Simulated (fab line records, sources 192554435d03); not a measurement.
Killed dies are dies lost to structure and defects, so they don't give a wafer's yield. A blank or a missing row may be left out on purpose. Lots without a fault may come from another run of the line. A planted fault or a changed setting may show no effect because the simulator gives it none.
Split-lot experiment | flow n5_finfet | 7 lots, 39 wafers read, on a route of 1938 steps

THE SPLIT
At N5_MOL_CONTACT_COAG_VIA_ETCH_46 (etches SiO2 in C4F6/O2, target depth 46 nm, overetch 9.2 nm, time 40 s), the setting target_depth_a was moved away from the recipe's 460 angstrom on 15 of the 39 wafers read, by -30.7% to +25.4%. The other wafers ran this setting at the recipe's value.

The reading is taken at the split's own step.

THE READING
SOC_of_MOL_CONTACT_COAG_COAT_75.thk_nm (the simulator's own value, which no gauge read), in nm, at N5_MOL_CONTACT_COAG_VIA_ETCH_46 (etches SiO2 in C4F6/O2, target depth 46 nm, overetch 9.2 nm, time 40 s). The file gives no usual value for it. The 24 wafers here that ran the recipe average 50.9 nm, standard deviation 0.24 nm.

wafer  | tool, chamber at the split | target_depth_a as run, angstrom | against the recipe | SOC_of_MOL_CONTACT_COAG_COAT_75.thk_nm, nm | against lot-mates on the recipe
L075.1 | rie_diel-06, 3,2,1,1       | 460                             | recipe             | 50.8                                       | -
L075.2 | rie_diel-06, 3,2,1,1       | 460                             | recipe             | 50.8                                       | -
L075.3 | rie_diel-06, 3,2,1,1       | 460                             | recipe             | 50.8                                       | -
L075.6 | rie_diel-06, 3,2,1,1       | 460                             | recipe             | 50.8                                       | -
L075.4 | rie_diel-06, 0             | 460                             | recipe             | 50.4                                       | -
L075.5 | rie_diel-06, 0             | 460                             | recipe             | 50.6                                       | -
L085.3 | rie_diel-01, 3             | 460                             | recipe             | 50.8                                       | -
L085.5 | rie_diel-01, 0             | 460                             | recipe             | 51.4                                       | -
L085.6 | rie_diel-01, 1             | 460                             | recipe             | 50.6                                       | -
L089.1 | rie_diel-06, 3,0           | 347.9                           | -24.4%             | 52                                         | +1.2
L089.4 | rie_diel-06, 3,0           | 347.9                           | -24.4%             | 52                                         | +1.2
L089.2 | rie_diel-06, 1             | 460                             | recipe             | 50.8                                       | -
L089.3 | rie_diel-06, 2             | 460                             | recipe             | 51.2                                       | -
L089.5 | rie_diel-06, 3             | 347.9                           | -24.4%             | 52.2                                       | +1.4
L089.6 | rie_diel-06, 0             | 460                             | recipe             | 50.4                                       | -
L092.1 | rie_diel-06, 0             | 318.9                           | -30.7%             | 52.4                                       | +1.6
L092.2 | rie_diel-06, 2             | 460                             | recipe             | 50.8                                       | -
L092.3 | rie_diel-06, 1             | 460                             | recipe             | 51                                         | -
L092.4 | rie_diel-06, 3             | 318.9                           | -30.7%             | 52.6                                       | +1.8
L092.5 | rie_diel-06, 0             | 460                             | recipe             | 50.6                                       | -
L092.6 | rie_diel-06, 3             | 318.9                           | -30.7%             | 52.8                                       | +2.0
L093.1 | rie_diel-01, 0             | 576.8                           | +25.4%             | 50                                         | -0.9
L093.2 | rie_diel-01, 2             | 460                             | recipe             | 51.2                                       | -
L093.3 | rie_diel-01, 1,2           | 576.8                           | +25.4%             | 49.6                                       | -1.3
L093.5 | rie_diel-01, 1,2           | 576.8                           | +25.4%             | 49.6                                       | -1.3
L093.4 | rie_diel-01, 3             | 460                             | recipe             | 50.8                                       | -
L093.6 | rie_diel-01, 3             | 460                             | recipe             | 50.8                                       | -
L094.1 | rie_diel-05, 3,1,3         | 460                             | recipe             | 51                                         | -
L094.3 | rie_diel-05, 3,1,3         | 460                             | recipe             | 51                                         | -
L094.4 | rie_diel-05, 3,1,3         | 460                             | recipe             | 51                                         | -
L094.2 | rie_diel-05, 2,1           | 355.9                           | -22.6%             | 52.4                                       | +1.4
L094.6 | rie_diel-05, 2,1           | 355.9                           | -22.6%             | 52.4                                       | +1.4
L094.5 | rie_diel-05, 2             | 355.9                           | -22.6%             | 52.2                                       | +1.2
L096.1 | rie_diel-05, 1             | 460                             | recipe             | 51                                         | -
L096.4 | rie_diel-05, 1             | 460                             | recipe             | 51                                         | -
L096.2 | rie_diel-05, 3,2           | 331.4                           | -28.0%             | 52.6                                       | +1.5
L096.3 | rie_diel-05, 3,2           | 331.4                           | -28.0%             | 52.6                                       | +1.5
L096.5 | rie_diel-05, 2             | 460                             | recipe             | 51.2                                       | -
L096.6 | rie_diel-05, 3             | 331.4                           | -28.0%             | 52.4                                       | +1.3
Where a row lists several chambers, the file gives one row for several wafers and doesn't say which wafer went through which chamber.

THE FIT
A straight line over all 39 wafers: SOC_of_MOL_CONTACT_COAG_COAT_75.thk_nm changes by -0.0539 nm for each +1% of target_depth_a; r = -0.96; the points scatter about the line by 0.24 nm.
The same after taking each lot's own level away (the mean of its wafers on the recipe; 39 wafers): -0.0534 nm for each +1%; r = -0.97; scatter 0.2 nm.
On that fit, the largest move of target_depth_a shifts the reading by 1.6 nm.
The lots' own levels span 50.70 to 51.07 nm, that is 1.5 times the standard deviation above.
So the lot-to-lot level changes the slope little: the two slopes agree.
Check: with one of the wafers moved furthest among these (-30.7%) left out of the fit, the line predicts +1.67 nm for it against its lot-mates. It came out at +1.6 nm against them.

OTHER SPLITS ON THESE WAFERS
These wafers also went through other splits before the reading. Each is held against what the fit with the lots' levels taken away leaves over:
other split on the same wafers | wafers away from the commonest value | r with SOC_of_MOL_CONTACT_COAG_COAT_75.thk_nm (lot level and that fit taken away)
N5_FIN_SAQP_HM_DEP_03 time_s   | 15                                   | +0.09

THE FILE'S OWN FIT
SOC_of_MOL_CONTACT_COAG_COAT_75.thk_nm changes by -0.0541 nm for each +1% of target_depth_a, r = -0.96.
